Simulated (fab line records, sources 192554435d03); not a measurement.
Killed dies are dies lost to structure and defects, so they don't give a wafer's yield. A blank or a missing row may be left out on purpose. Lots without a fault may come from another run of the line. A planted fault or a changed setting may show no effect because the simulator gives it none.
Which tool did it? | flow n5_finfet | 12 lots, 36 wafers sampled, at 2 steps of a route of 1938

WHAT THE GAUGES READ, wafer by wafer
N5_GATE_CUT_OVL_MEAS_14.
lot  | measured     | on         | GATE_CUT_OVL (nm)
L075 | day 5 00:20  | overlay-01 | 1.5 0.1 1.3
L077 | day 5 06:29  | overlay-01 | -0.3 -0.5 0.8
L079 | day 5 19:01  | overlay-02 | 1.2 0.5 1.1
L081 | day 6 06:04  | overlay-02 | -0.6 0.2 0.6
L083 | day 6 17:41  | overlay-01 | 1.9 1.2 1.0
L085 | day 7 06:46  | overlay-01 | -0.2 -0.6 0.1
L087 | day 7 18:04  | overlay-01 | 0.3 0.0 0.6
L089 | day 8 06:44  | overlay-01 | 0.2 1.9 0.6
L091 | day 8 20:07  | overlay-02 | 0.6 -0.4 0.5
L093 | day 9 14:34  | overlay-01 | -0.6 0.7 0.1
L095 | day 10 01:58 | overlay-01 | 0.5 0.3 0.2
L097 | day 10 12:07 | overlay-01 | -0.6 0.1 -0.4

WHICH TOOL RAN EACH LOT (tool, then ch and the chambers of the sampled wafers, then the start)
lot  | N5_GATE_CUT_HM_DEP_46
L075 | pecvd-01 ch 0,2, day 4 23:57
L077 | pecvd-02 ch 0,1,2, day 5 06:07
L079 | pecvd-01 ch 0,2, day 5 18:31
L081 | pecvd-01 ch 0,1, day 6 05:34
L083 | pecvd-04 ch 0,1, day 6 17:19
L085 | pecvd-04 ch 0,1,2, day 7 06:16
L087 | pecvd-02 ch 1,2, day 7 17:35
L089 | pecvd-02 ch 0,2, day 8 06:13
L091 | pecvd-01 ch 0,1, day 8 19:45
L093 | pecvd-04 ch 1,2, day 9 14:11
L095 | pecvd-01 ch 0,1, day 10 01:35
L097 | pecvd-02 ch 0,2, day 10 11:37
- N5_GATE_CUT_HM_DEP_46: deposits SiO2 from TEOS/O2, target thk 130 nm, time 26.6 s.

THE ANSWER, worked out from the rows above alone
Rule: what is usual is taken from the lots themselves. Put in order of their means at a reading, lots are off if they are a third of the lots or fewer, leave a main group of 4 or more, and stand apart from it by a gap of 3 or more times the standard deviation of the main group's means; of several such gaps the widest counts. A main group whose means are all the same, to the digits that the tables above print for the reading, isn't used. A lot without any number at a reading at which 4 lots or more have one is off too. The other lots that the step has rows for count as sound.
No lot is off at any reading shown: from this, nothing can be told.

WHAT THE SIMULATOR HAD PUT IN
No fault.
